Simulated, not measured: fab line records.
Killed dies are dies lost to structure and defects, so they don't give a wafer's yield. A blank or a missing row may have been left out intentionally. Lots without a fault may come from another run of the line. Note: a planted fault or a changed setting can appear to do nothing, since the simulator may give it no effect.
fab line records	flow n5_finfet
record: lots: 11	wafers: 30	last_day: 17
route steps=1938 shown BEOL_M9@1439 PASSIVATION@1936
lots that met no fault: from a run of the same line without faults
start_h: hours from the record's first day to the start of the lot's first wafer shown	wait_h: time in hours since the lot's previous step	" unchanged from the row above	L1.1+2: a single row standing in for several wafers	- either no value or no given start	* or withheld: withheld	< > ~ a bound
route shown NAME@n: a module of which the file shows steps, and the number in the route of the first	usual: the fault-free wafers' mean and standard deviation	same: alike in all rows	chamber/n: place in a boat	sites: each site's reading	_std_site: their standard deviation	_edge_site: inner sites' mean taken away from outer sites' mean	radius_mm: how far each site lies from the wafer's centre	mask NAME#n: copy n	behind: tool/chamber where the wafer was last shaped	hold: why the lot was held/for how many hours/how that ended	device: which transistor (n, p or np) failed to switch	end of line: at the end of the route, the tests of the same wafers	a step given without rows: its recipe and nothing more	killed: dies lost to structure and defects at the first sort, not the wafer's yield	map: shows each die of a wafer: x if killed, . if not, _ if none is there
set.NAME: the setting that was run; set.NAME@STEP: the one run at that earlier step	model.NAME: the simulator's own value behind a step, which no gauge read
a sample of lots followed through the steps of the route, with each step as a table and each wafer as a row
services: a tool's chamber out of use, with start hour (start_h, from the record's first day; less than 0 if before it), hours out, and reason
== steps ==
step: N5_BEOL_M9_ETCH_65
recipe: chemistry: CF4	target: SiARC	target_depth_a: 156	mask_material: CAR-EUV	time_s: 26	ion_energy_ev: 80	pressure_mtorr: 40	source_w: 545	bias_w: 36	Ar_flow_sccm: 100	cf4_flow_sccm: 100	ends: cleared
usual: drypump_motor_current_A: 5.6/0.48	etch_rf_on_time_s: 26.2/0.49	oes_product_au: 0.64/0.047	rf_vpp_V: 184.3/1.3	showerhead_plenum_p_Torr: 2.16/0.085	throttle_valve_pct: 15.75/0.19
lot.wafer	tool	chamber	start_h	wait_h	drypump_motor_current_A	etch_rf_on_time_s	oes_product_au	rf_hours_counter_h	rf_vpp_V	showerhead_plenum_p_Torr	throttle_valve_pct
L851.1	rie_diel-01	3	215.41	0.0	5.2	25.2	0.65	166	185.0	2.13	15.82
L851.2	"	2	"	"	4.8	25.2	0.78	27	186.2	2.26	15.44
L851.4	"	0	"	"	6.2	26.8	0.60	197	184.8	2.22	15.80
L852.1	rie_diel-03	1	221.21	0.0	5.2	26.3	0.62	165	183.4	2.14	15.85
L852.3	"	3	"	"	5.9	26.7	0.64	119	184.3	2.23	15.66
L852.4	"	2	"	"	6.4	26.5	0.63	-	185.1	2.22	15.50
L857.3	rie_diel-01	3	242.98	0.0	5.2	24.8	0.65	175	183.4	2.13	15.85
L857.4	"	1	"	"	5.8	26.4	0.70	56	185.9	2.25	15.74
L857.5	"	1	"	"	5.8	26.5	0.71	-	184.1	2.25	15.74
L856.1	rie_diel-03	3	243.05	0.0	5.9	26.1	0.65	126	185.8	2.23	15.67
L856.3	"	1	"	"	5.2	26.3	0.61	173	185.3	2.14	15.86
L856.4	"	2	"	"	6.4	26.2	0.62	175	185.2	2.22	15.48
L861.5	rie_diel-03	3	273.75	0.0	5.8	26.3	0.64	-	185.6	2.23	15.69
L861.6	"	0	"	"	5.3	26.0	0.62	-	184.2	2.13	16.02
L862.2	rie_diel-02	0	289.60	0.0	5.3	26.4	0.60	202	184.3	2.12	15.88
L862.3	"	3	"	"	5.7	26.2	0.70	87	184.8	2.25	15.60
L862.4	"	0	"	"	5.3	26.2	0.60	-	184.1	2.12	15.88
L864.5	rie_diel-03	2	290.03	0.0	6.4	26.2	0.62	-	186.1	2.21	15.53
L864.6	"	3	"	"	5.8	26.1	0.63	-	185.7	2.22	15.70
L866.3	rie_diel-02	2	299.91	0.0	6.0	25.8	0.64	146	181.8	1.98	15.96
L866.4	"	0	"	"	5.3	26.0	0.61	206	185.2	2.12	15.91
L870.3	rie_diel-01	3	315.11	0.0	5.2	24.7	0.63	195	185.6	2.12	15.88
L870.4	"	2	"	"	4.8	25.0	0.75	57	185.2	2.25	15.50
L870.5	"	1	"	"	5.8	26.2	0.69	-	183.6	2.24	15.77
L873.1	rie_diel-03	3	356.56	0.0	5.9	26.5	0.62	160	187.1	2.22	15.76
L873.3	"	2	"	"	6.5	26.3	0.60	213	185.2	2.20	15.58
L873.5	"	2	"	"	6.4	26.4	0.60	-	185.5	2.20	15.58
L872.1	rie_diel-02	0	357.66	0.0	5.3	26.1	0.59	228	184.5	2.11	15.94
L872.3	"	2	"	"	6.1	25.7	0.62	169	181.2	1.97	16.00
L872.4	"	0	"	"	5.3	26.4	0.59	-	184.2	2.11	15.94
step: N5_BEOL_M9_STRIP_80
recipe: chemistry: N2/H2	time_s: 10	power_w: 450	temp_c: 40	pressure_mtorr: 20	rf_frequency_hz: 6e+07	bias_power_w: 7	n2_flow_sccm: 200	h2_flow_sccm: 200
usual: drypump_motor_current_A: 5.6/0.48	h2_flow_sccm: 200.0/0.57	oes_product_au: 0.74/0.055	rf_vpp_V: 59.2/0.92	showerhead_plenum_p_Torr: 2.56/0.11	temp_c: 40.00/0.12	throttle_valve_pct: 23.77/0.28
lot.wafer	tool	chamber	start_h	wait_h	drypump_motor_current_A	h2_flow_sccm	oes_product_au	rf_hours_counter_h	rf_vpp_V	showerhead_plenum_p_Torr	temp_c	throttle_valve_pct
L851.1	rie_diel-01	3	-	-	5.2	199.6	0.75	166	59.3	2.53	40.10	23.86
L851.2	"	2	"	"	4.8	200.0	0.91	27	59.3	2.70	40.17	23.60
L851.4	"	0	"	"	6.2	199.7	0.70	197	58.6	2.64	39.89	23.90
L852.1	rie_diel-03	1	-	-	5.2	200.9	0.72	165	59.6	2.52	40.02	24.00
L852.3	"	3	"	"	5.8	199.9	0.76	119	59.7	2.66	40.21	23.76
L852.4	"	2	"	"	6.4	200.4	0.74	-	58.3	2.65	39.91	23.57
L857.3	rie_diel-01	3	-	-	5.2	200.0	0.75	175	58.7	2.52	40.12	23.85
L857.4	"	1	"	"	5.8	199.5	0.84	56	59.6	2.70	40.08	24.09
L857.5	"	1	"	"	5.8	200.0	0.84	-	60.0	2.70	39.96	24.09
L856.1	rie_diel-03	3	-	-	5.8	200.0	0.76	126	59.5	2.66	39.97	23.78
L856.3	"	1	"	"	5.2	200.0	0.72	173	59.8	2.52	39.79	24.01
L856.4	"	2	"	"	6.4	199.4	0.73	175	59.8	2.64	39.70	23.58
L861.5	rie_diel-03	3	-	-	5.9	200.0	0.74	-	59.4	2.66	39.88	23.78
L861.6	"	0	"	"	5.3	199.8	0.72	-	59.7	2.51	40.01	23.66
L862.2	rie_diel-02	0	-	-	5.3	200.0	0.71	202	59.3	2.53	39.86	24.18
L862.3	"	3	"	"	5.6	199.7	0.81	88	59.4	2.66	39.85	23.42
L862.4	"	0	"	"	5.3	200.6	0.71	-	58.1	2.53	39.99	24.19
L864.5	rie_diel-03	2	-	-	6.4	199.4	0.72	-	57.9	2.64	39.94	23.60
L864.6	"	3	"	"	5.8	200.1	0.74	-	59.8	2.65	40.11	23.78
L866.3	rie_diel-02	2	-	-	6.1	199.6	0.75	146	60.0	2.32	39.94	23.94
L866.4	"	0	"	"	5.3	200.4	0.70	206	59.4	2.53	39.85	24.18
L870.3	rie_diel-01	3	-	-	5.2	200.4	0.73	195	58.1	2.52	40.03	23.91
L870.4	"	2	"	"	4.8	200.8	0.87	57	60.1	2.69	40.07	23.64
L870.5	"	1	"	"	5.8	199.7	0.80	-	58.8	2.69	39.88	24.13
L873.1	rie_diel-03	3	-	-	5.8	200.8	0.72	160	60.4	2.65	39.98	23.81
L873.3	"	2	"	"	6.4	198.9	0.70	214	58.0	2.63	40.20	23.64
L873.5	"	2	"	"	6.5	199.9	0.70	-	59.1	2.63	40.18	23.65
L872.1	rie_diel-02	0	-	-	5.3	199.5	0.69	228	59.6	2.52	40.10	24.21
L872.3	"	2	"	"	6.1	200.6	0.73	169	58.9	2.31	39.96	23.95
L872.4	"	0	"	"	5.3	200.1	0.69	-	60.3	2.52	40.31	24.22
step: N5_BEOL_M9_CURE_72
recipe: temp_c: 370	time_s: 120	ambient: DMADMS/He	material: SiCOH_lowk
usual: lamp_power_pct: 52.30/0.058	wafer_temp_C_max: 372.1/0.84
lot.wafer	tool	chamber	start_h	wait_h	lamp_power_pct	wafer_temp_C_max
L851.1	uv_cure-02	0	216.23	0.3	52.34	371.7
L851.2	"	0	"	"	52.36	371.2
L851.4	"	0	"	"	52.35	372.0
L852.1	uv_cure-01	1	221.81	0.0	52.46	373.3
L852.3	"	1	"	"	52.38	373.4
L852.4	"	1	"	"	52.39	372.8
L856.1	uv_cure-03	0	243.65	0.0	52.32	371.2
L856.3	"	0	"	"	52.28	371.2
L856.4	"	0	"	"	52.25	371.4
L857.3	uv_cure-01	1	243.69	0.1	52.23	372.9
L857.4	"	1	"	"	52.28	374.1
L857.5	"	1	"	"	52.26	373.7
L861.5	uv_cure-02	0	274.53	0.2	52.31	371.5
L861.6	"	0	"	"	52.35	371.5
L862.2	uv_cure-01	2	290.25	0.1	52.30	371.1
L862.3	"	2	"	"	52.28	371.0
L862.4	"	2	"	"	52.22	371.1
L864.5	uv_cure-01	0	290.81	0.2	52.35	372.3
L864.6	"	0	"	"	52.33	371.6
L866.3	uv_cure-01	0	300.99	0.5	52.37	373.2
L866.4	"	0	"	"	52.32	372.3
L870.3	uv_cure-02	2	315.95	0.3	52.29	372.2
L870.4	"	2	"	"	52.24	371.7
L870.5	"	2	"	"	52.17	371.6
L873.1	uv_cure-03	1	357.26	0.0	52.32	372.4
L873.3	"	1	"	"	52.28	372.3
L873.5	"	1	"	"	52.30	372.4
L872.1	uv_cure-01	1	358.35	0.0	52.38	373.0
L872.3	"	1	"	"	52.37	373.4
L872.4	"	1	"	"	52.28	373.5
step: N5_BEOL_M9_ALD_74
recipe: material: TaN	target_thk_a: 20	temp_c: 275	ald_precursor_family: PDMAT	ald_co_reactant: NH3	pressure_torr: 3	carrier_flow_sccm: 1500	pulse_time_s: 2	purge_time_s: 3	co_reactant_purge_time_s: 2	co_reactant_pulse_time_s: 3	ald_cycles: 40	precursor_vessel_temp_c: 75	precursor_vessel_pressure_torr: 26.25	precursor_vessel_carrier_sccm: 1000
usual: ald_cycles: 40/0	heater_power_outer_w: 238/25	heater_power_w: 430/38
lot.wafer	tool	chamber	start_h	wait_h	ald_cycles	heater_power_outer_w	heater_power_w
L851.1	ald_metal-02	3	216.76	0.1	40	256	462
L851.2	"	2	"	"	40	246	449
L851.4	"	0	"	"	40	206	382
L852.1	ald_metal-02	2	222.28	0.0	40	241	462
L852.3	"	3	"	"	40	260	463
L852.4	"	0	"	"	40	219	390
L857.3	ald_metal-04	0	244.08	0.0	40	219	389
L857.4	"	1	"	"	40	276	451
L857.5	"	1	"	"	40	275	446
L856.1	ald_metal-02	1	244.12	0.0	40	237	431
L856.3	"	0	"	"	40	214	380
L856.4	"	3	"	"	40	264	457
L861.5	ald_metal-02	1	275.07	0.2	39	231	421
L861.6	"	0	"	"	40	206	385
L862.2	ald_metal-03	1	290.78	0.1	40	256	476
L862.3	"	2	"	"	40	231	427
L862.4	"	0	"	"	40	294	498
L864.5	ald_metal-02	0	291.47	0.2	39	209	389
L864.6	"	1	"	"	40	237	443
L866.3	ald_metal-02	1	301.54	0.1	40	234	433
L866.4	"	0	"	"	39	210	387
L870.3	ald_metal-04	2	316.56	0.0	40	236	396
L870.4	"	0	"	"	40	217	396
L870.5	"	3	"	"	40	226	431
L873.1	ald_metal-03	1	358.24	0.1	40	256	454
L873.3	"	0	"	"	40	281	502
L873.5	"	1	"	"	40	260	494
L872.1	ald_metal-04	0	359.99	0.2	40	222	400
L872.3	"	3	"	"	40	233	433
L872.4	"	2	"	"	40	234	410
step: N5_PASSIVATION_PROBE_49
usual: defect_limited_yield: 91.6/1.2	killed_at_M0_to_M3: 33/9.4	killed_at_M4_up: 13/5.2	killed_at_contacts: 13/5.6	killed_at_front_end: 37/9.5	killed_at_other: 4/3.1	killed_dies: 99/15	killed_on_rim: 13/3.6	killed_open: 65/11	killed_short: 32/7.5	sort_bin_5_function: 4.9/0.77	sort_bin_6_memory: 3.1/0.65	sort_bin_8_speed: 0.01/0.056	sort_n_pass: 1081/15	sort_yield_pct: 91.6/1.2
same: gross_dies: 1180	killed_at_back_side: 0	sort_bin_4_leakage[%]: 0
lot.wafer	tool	chamber	start_h	wait_h	defect_limited_yield[%]	killed_at_M0_to_M3	killed_at_M4_up	killed_at_contacts	killed_at_front_end	killed_at_other	killed_dies	killed_on_rim	killed_open	killed_short	sort_bin_5_function[%]	sort_bin_6_memory[%]	sort_bin_8_speed[%]	sort_n_pass	sort_yield_pct[%]
L851.1	prober-02	-	272.32	0.0	91.6	42	15	10	31	1	99	15	71	28	4.9	3.2	0	1081	91.6
L851.2	prober-02	-	272.37	0.1	91.9	34	16	21	21	4	96	12	78	18	4.7	3.3	0	1084	91.9
L851.4	prober-02	-	272.47	0.2	92.1	53	8	13	16	3	93	10	64	29	4.7	2.8	0	1087	92.1
L852.1	prober-02	-	283.18	0.0	89.5	53	13	7	45	6	124	21	89	31	6.4	3.6	0	1056	89.5
L852.3	prober-02	-	283.28	0.1	91.0	47	11	20	26	2	106	8	66	40	4.8	3.9	0.42	1069	90.6
L852.4	prober-02	-	283.33	0.2	92.0	25	16	9	39	5	94	11	60	33	4.6	3.4	0	1086	92.0
L857.3	prober-01	-	309.36	0.1	93.8	21	3	19	25	5	73	12	51	19	3.8	1.9	0	1107	93.8
L857.4	prober-01	-	309.41	0.2	92.0	36	6	23	29	0	94	12	65	29	4.8	3.0	0	1086	92.0
L857.5	prober-01	-	309.46	0.2	92.3	26	13	18	32	2	91	14	56	35	4.2	3.1	0	1089	92.3
L856.1	prober-01	-	316.16	0.0	93.2	16	12	21	31	0	80	11	54	26	4.4	2.1	0	1100	93.2
L856.3	prober-01	-	316.26	0.1	91.9	24	7	26	38	1	96	14	69	24	5.3	2.5	0	1084	91.9
L856.4	prober-01	-	316.31	0.2	93.2	22	10	14	33	1	80	11	59	21	3.9	2.7	0	1100	93.2
L861.5	prober-01	-	339.96	0.2	93.1	25	15	15	26	1	82	14	49	32	4.0	2.6	0	1098	93.1
L861.6	prober-01	-	340.01	0.3	93.1	16	11	4	41	10	82	7	53	27	4.2	2.5	0	1098	93.1
L864.5	prober-01	-	350.06	0.2	92.2	23	8	12	45	4	92	7	68	21	4.7	2.9	0	1088	92.2
L864.6	prober-01	-	350.11	0.3	90.8	33	9	15	50	2	109	16	74	35	5.3	3.6	0	1071	90.8
L862.2	prober-02	-	350.98	0.1	92.0	31	19	12	31	1	94	12	59	33	5.3	2.5	0	1086	92.0
L862.3	prober-02	-	351.03	0.1	92.1	31	20	8	32	2	93	16	62	29	4.8	2.9	0	1087	92.1
L862.4	prober-02	-	351.08	0.2	92.1	29	12	11	39	2	93	14	62	30	4.6	3.0	0	1087	92.1
L866.3	prober-01	-	360.20	0.1	91.9	40	4	5	38	8	95	14	65	30	4.2	3.6	0	1085	91.9
L866.4	prober-01	-	360.25	0.2	89.2	36	14	17	58	2	127	16	86	41	6.2	4.3	0	1053	89.2
L870.3	prober-01	-	376.43	0.1	92.2	32	13	17	29	1	92	12	63	28	5.1	2.5	0	1088	92.2
L870.4	prober-01	-	376.48	0.2	88.1	51	15	11	60	3	140	17	83	56	6.3	5.0	0	1040	88.1
L870.5	prober-01	-	376.53	0.2	90.5	26	13	15	54	4	112	10	72	40	6.2	3.1	0	1068	90.5
L873.1	prober-01	-	408.84	0.0	90.2	29	14	18	53	2	116	15	83	33	6.1	3.6	0	1064	90.2
L873.3	prober-01	-	408.94	0.1	92.1	22	4	5	54	8	93	19	61	32	5.0	2.7	0	1087	92.1
L873.5	prober-01	-	409.04	0.2	92.0	34	17	12	22	9	94	14	60	34	4.7	2.8	0	1086	92.0
L872.1	prober-02	-	417.47	0.0	89.7	48	10	11	48	5	122	11	83	38	6.1	3.7	0	1058	89.7
L872.3	prober-02	-	417.57	0.1	91.2	33	9	16	44	2	104	6	77	27	4.9	3.6	0	1076	91.2
L872.4	prober-02	-	417.62	0.2	91.5	35	15	9	32	9	100	19	64	35	4.5	3.7	0	1080	91.5
killed by level:class
L851.1 BEOL_M1:geometric_particle:open=15 BEOL_M3:geometric_particle:open=10 BEOL_M4:geometric_particle:open=9 MOL_CONTACT_COAG:geometric_particle:open=7 GATE_CUT:geometric_particle:open=6 GATE_CUT:geometric_particle:short=6 BEOL_M0_SAQP:geometric_particle:short=6 FIN_SAQP:geometric_particle:open=5
L851.2 MOL_CONTACT_COAG:geometric_particle:open=19 BEOL_M2:geometric_particle:open=10 BEOL_M3:geometric_particle:open=7 BEOL_M5:geometric_particle:open=6 STI_FIN_REVEAL:geometric_particle:open=5 GATE_CUT:geometric_particle:open=5 BEOL_M1:geometric_particle:open=5 BEOL_M4:geometric_particle:open=4
L851.4 BEOL_M0_SAQP:geometric_particle:short=13 MOL_CONTACT_COAG:geometric_particle:open=11 BEOL_M0_SAQP:geometric_particle:open=11 BEOL_M2:geometric_particle:open=10 BEOL_M3:geometric_particle:open=8 BEOL_M1:geometric_particle:open=7 DUMMY_GATE:geometric_particle:open=4 STI_FIN_REVEAL:geometric_particle:open=2
L852.1 BEOL_M3:geometric_particle:open=16 FIN_SAQP:geometric_particle:open=14 BEOL_M0_SAQP:geometric_particle:open=12 BEOL_M2:geometric_particle:open=9 BEOL_M0_SAQP:geometric_particle:short=9 MOL_CONTACT_COAG:geometric_particle:open=7 BEOL_M4:geometric_particle:open=6 FIN_SAQP:geometric_particle:short=5
L852.3 BEOL_M2:geometric_particle:open=14 MOL_CONTACT_COAG:geometric_particle:open=13 MOL_CONTACT_COAG:geometric_particle:short=7 BEOL_M0_SAQP:geometric_particle:open=7 BEOL_M0_SAQP:geometric_particle:short=6 BEOL_M2:geometric_particle:short=5 BEOL_M4:geometric_particle:open=5 STARTING-WAFER:geometric_particle:short=5
L852.4 BEOL_M4:geometric_particle:open=8 BEOL_M3:geometric_particle:open=7 GATE_CUT:geometric_particle:short=7 FIN_SAQP:geometric_particle:open=6 MOL_CONTACT_COAG:geometric_particle:open=6 BEOL_M2:geometric_particle:open=6 BEOL_M0_SAQP:geometric_particle:short=5 DUMMY_GATE:geometric_particle:open=4
L857.3 MOL_CONTACT_COAG:geometric_particle:open=17 BEOL_M1:geometric_particle:open=5 BEOL_M3:geometric_particle:open=5 STI_FIN_REVEAL:geometric_particle:open=4 GATE_CUT:geometric_particle:open=4 BEOL_M3:geometric_particle:short=4 MIM_BOT:geometric_particle:open=4 BEOL_M5:geometric_particle:open=3
L857.4 MOL_CONTACT_COAG:geometric_particle:open=20 BEOL_M1:geometric_particle:open=12 BEOL_M3:geometric_particle:open=11 GATE_CUT:geometric_particle:short=6 BEOL_M0_SAQP:geometric_particle:open=5 STARTING-WAFER:geometric_particle:short=5 STI_FIN_REVEAL:geometric_particle:open=4 FIN_SAQP:geometric_particle:short=3
L857.5 MOL_CONTACT_COAG:geometric_particle:open=12 FIN_SAQP:geometric_particle:short=8 BEOL_M4:geometric_particle:open=8 BEOL_M0_SAQP:geometric_particle:short=7 STI_FIN_REVEAL:geometric_particle:open=6 MOL_CONTACT_COAG:geometric_particle:short=6 BEOL_M3:geometric_particle:open=6 FIN_SAQP:geometric_particle:open=3
L856.1 MOL_CONTACT_COAG:geometric_particle:open=15 BEOL_M2:geometric_particle:open=8 STI_FIN_REVEAL:geometric_particle:open=7 MOL_CONTACT_COAG:geometric_particle:short=6 DUMMY_GATE:geometric_particle:open=5 FIN_SAQP:geometric_particle:open=3 BEOL_M4:geometric_particle:open=3 BEOL_M6:geometric_particle:open=3
L856.3 MOL_CONTACT_COAG:geometric_particle:open=23 BEOL_M2:geometric_particle:open=7 FIN_SAQP:geometric_particle:open=6 FIN_SAQP:geometric_particle:short=6 BEOL_M0_SAQP:geometric_particle:short=6 BEOL_M0_SAQP:geometric_particle:open=6 DUMMY_GATE:geometric_particle:open=5 GATE_CUT:geometric_particle:open=5
L856.4 MOL_CONTACT_COAG:geometric_particle:open=12 STI_FIN_REVEAL:geometric_particle:open=8 BEOL_M2:geometric_particle:open=8 FIN_SAQP:geometric_particle:open=7 BEOL_M0_SAQP:geometric_particle:open=7 DUMMY_GATE:geometric_particle:open=4 STI_FIN_REVEAL:geometric_particle:short=3 GATE_CUT:geometric_particle:short=3
L861.5 MOL_CONTACT_COAG:geometric_particle:open=10 BEOL_M0_SAQP:geometric_particle:short=10 GATE_CUT:geometric_particle:short=7 DUMMY_GATE:geometric_particle:open=6 BEOL_M0_SAQP:geometric_particle:open=6 MOL_CONTACT_COAG:geometric_particle:short=5 BEOL_M4:geometric_particle:open=4 FIN_SAQP:geometric_particle:open=3
L861.6 STI_FIN_REVEAL:geometric_particle:open=9 BEOL_M0_SAQP:geometric_particle:open=7 FIN_SAQP:geometric_particle:open=6 FIN_SAQP:geometric_particle:short=6 BEOL_M4:geometric_particle:open=6 PAD_METAL:geometric_particle:open=5 MOL_CONTACT_COAG:geometric_particle:open=4 STARTING-WAFER:geometric_particle:short=4
L864.5 MOL_CONTACT_COAG:geometric_particle:open=12 STI_FIN_REVEAL:geometric_particle:open=11 DUMMY_GATE:geometric_particle:open=9 GATE_CUT:geometric_particle:short=6 BEOL_M3:geometric_particle:open=6 BEOL_M1:geometric_particle:open=6 BEOL_M2:geometric_particle:open=5 GATE_CUT:geometric_particle:open=4
L864.6 BEOL_M1:geometric_particle:open=14 FIN_SAQP:geometric_particle:open=13 MOL_CONTACT_COAG:geometric_particle:open=10 BEOL_M0_SAQP:geometric_particle:short=10 GATE_CUT:geometric_particle:short=9 DUMMY_GATE:geometric_particle:open=7 STI_FIN_REVEAL:geometric_particle:open=5 GATE_CUT:geometric_particle:open=5
L862.2 BEOL_M0_SAQP:geometric_particle:open=9 FIN_SAQP:geometric_particle:short=8 MOL_CONTACT_COAG:geometric_particle:open=8 BEOL_M0_SAQP:geometric_particle:short=7 BEOL_M1:geometric_particle:open=6 GATE_CUT:geometric_particle:short=5 DUMMY_GATE:geometric_particle:open=4 GATE_CUT:geometric_particle:open=4
L862.3 BEOL_M4:geometric_particle:open=9 BEOL_M0_SAQP:geometric_particle:open=9 FIN_SAQP:geometric_particle:open=8 FIN_SAQP:geometric_particle:short=7 GATE_CUT:geometric_particle:short=6 MOL_CONTACT_COAG:geometric_particle:open=6 STARTING-WAFER:geometric_particle:open=5 BEOL_M1:geometric_particle:open=5
L862.4 MOL_CONTACT_COAG:geometric_particle:open=10 STI_FIN_REVEAL:geometric_particle:open=8 BEOL_M1:geometric_particle:open=7 FIN_SAQP:geometric_particle:short=6 ILD0:geometric_particle:short=6 BEOL_M0_SAQP:geometric_particle:open=6 ILD0:geometric_particle:open=5 BEOL_M0:geometric_particle:open=4
L866.3 FIN_SAQP:geometric_particle:open=15 BEOL_M1:geometric_particle:open=14 BEOL_M1:geometric_particle:short=8 MOL_CONTACT_COAG:geometric_particle:open=5 BEOL_M0_SAQP:geometric_particle:open=5 BEOL_M0:geometric_particle:open=5 GATE_CUT:geometric_particle:short=4 BEOL_M2:geometric_particle:open=4
L866.4 FIN_SAQP:geometric_particle:open=14 MOL_CONTACT_COAG:geometric_particle:open=12 STI_FIN_REVEAL:geometric_particle:open=11 FIN_SAQP:geometric_particle:short=10 BEOL_M0:geometric_particle:open=9 BEOL_M4:geometric_particle:open=9 DUMMY_GATE:geometric_particle:open=6 BEOL_M3:geometric_particle:open=6
L870.3 MOL_CONTACT_COAG:geometric_particle:open=16 BEOL_M3:geometric_particle:open=10 FIN_SAQP:geometric_particle:short=6 STI_FIN_REVEAL:geometric_particle:open=5 BEOL_M0_SAQP:geometric_particle:open=5 STARTING-WAFER:geometric_particle:short=5 BEOL_M0_SAQP:geometric_particle:short=4 BEOL_M4:geometric_particle:open=4
L870.4 FIN_SAQP:geometric_particle:open=18 FIN_SAQP:geometric_particle:short=16 BEOL_M0_SAQP:geometric_particle:short=12 BEOL_M3:geometric_particle:open=9 MOL_CONTACT_COAG:geometric_particle:open=9 BEOL_M0_SAQP:geometric_particle:open=9 GATE_CUT:geometric_particle:short=8 BEOL_M1:geometric_particle:open=8
L870.5 MOL_CONTACT_COAG:geometric_particle:open=15 FIN_SAQP:geometric_particle:short=14 STI_FIN_REVEAL:geometric_particle:open=10 FIN_SAQP:geometric_particle:open=9 BEOL_M0_SAQP:geometric_particle:open=7 BEOL_M0_SAQP:geometric_particle:short=7 BEOL_M3:geometric_particle:open=6 BEOL_M4:geometric_particle:open=5
L873.1 MOL_CONTACT_COAG:geometric_particle:open=16 STI_FIN_REVEAL:geometric_particle:open=15 BEOL_M2:geometric_particle:open=13 FIN_SAQP:geometric_particle:open=8 BEOL_M4:geometric_particle:open=8 BEOL_M0_SAQP:geometric_particle:short=7 FIN_SAQP:geometric_particle:short=5 STI_FIN_REVEAL:geometric_particle:short=5
L873.3 FIN_SAQP:geometric_particle:open=18 FIN_SAQP:geometric_particle:short=9 BEOL_M2:geometric_particle:open=7 STI_FIN_REVEAL:geometric_particle:open=6 BEOL_M0_SAQP:geometric_particle:short=6 STARTING-WAFER:geometric_particle:short=6 MOL_CONTACT_COAG:geometric_particle:open=5 BEOL_M1:geometric_particle:open=5
L873.5 BEOL_M4:geometric_particle:open=11 BEOL_M0_SAQP:geometric_particle:short=11 MOL_CONTACT_COAG:geometric_particle:open=8 BEOL_M3:geometric_particle:open=7 STI_FIN_REVEAL:geometric_particle:open=5 PASS1_CAP:geometric_particle:open=5 DUMMY_GATE:geometric_particle:open=4 MOL_CONTACT_COAG:geometric_particle:short=4
L872.1 BEOL_M0_SAQP:geometric_particle:open=15 STI_FIN_REVEAL:geometric_particle:open=12 BEOL_M0_SAQP:geometric_particle:short=8 BEOL_M3:geometric_particle:open=8 FIN_SAQP:geometric_particle:short=7 MOL_CONTACT_COAG:geometric_particle:open=7 FIN_SAQP:geometric_particle:open=6 DUMMY_GATE:geometric_particle:open=5
L872.3 MOL_CONTACT_COAG:geometric_particle:open=14 FIN_SAQP:geometric_particle:open=9 STI_FIN_REVEAL:geometric_particle:open=8 BEOL_M3:geometric_particle:open=8 BEOL_M0_SAQP:geometric_particle:short=7 FIN_SAQP:geometric_particle:short=6 BEOL_M1:geometric_particle:open=6 DUMMY_GATE:geometric_particle:open=5
L872.4 STI_FIN_REVEAL:geometric_particle:open=8 MOL_CONTACT_COAG:geometric_particle:open=7 BEOL_M1:geometric_particle:open=7 BEOL_M0:geometric_particle:open=6 BEOL_M1:geometric_particle:short=6 BEOL_M4:geometric_particle:open=6 FIN_SAQP:geometric_particle:open=5 PASS1_CAP:geometric_particle:short=5
== services ==
tool	chamber	start_h	hours	kind
ald_metal-03	2	196.79	18.2	repair
uv_cure-02	-	201.50	1.0	pm
ald_metal-03	3	203.64	4.5	repair
rie_diel-03	0	215.28	6.4	repair
uv_cure-02	-	221.68	7.5	pm
ald_metal-02	-	224.58	1.5	repair
uv_cure-01	-	233.12	2.1	pm
ald_metal-03	-	233.30	28.1	pm
uv_cure-02	-	242.01	0.8	repair
rie_diel-01	-	250.99	1.8	repair
ald_metal-03	-	261.40	6.0	pm
rie_diel-02	2	286.38	3.2	repair
ald_metal-02	3	289.54	23.9	repair
uv_cure-02	-	289.93	16.1	repair
ald_metal-04	-	304.00	1.2	pm
ald_metal-04	-	312.08	2.8	pm
rie_diel-03	3	322.36	15.4	repair
uv_cure-01	-	326.29	0.4	repair
rie_diel-02	1	334.87	-	clean
ald_metal-02	-	337.25	14.0	pm
uv_cure-01	-	337.44	0.4	repair
rie_diel-03	1	337.77	14.5	repair
rie_diel-01	-	341.60	14.6	pm
uv_cure-02	-	351.75	2.1	pm
== key ==
first_sign: step: N5_BEOL_M9_ALD_74	reading: ald_cycles	direction: down	sigmas: 99+	usual: *	struck: *
effect none on later readings
met_at N5_BEOL_M9_ALD_74
struck_lots L861,L864,L866
struck_wafers L861.5,L864.5,L866.4
not_acting_at N5_BEOL_M9_ETCH_65,N5_BEOL_M9_STRIP_80,N5_BEOL_M9_CURE_72
onset_between 244.12 275.07
fault: kind: process_parameter_drift	tool: ald_metal-02	chamber: -	onset_h: 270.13	steps: N5_BEOL_M9_ALD_74	channel: ald_cycles	offset: *	shape: step	end_h: 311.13	scope: struck_wafers_only	acts_in: *	stated: *
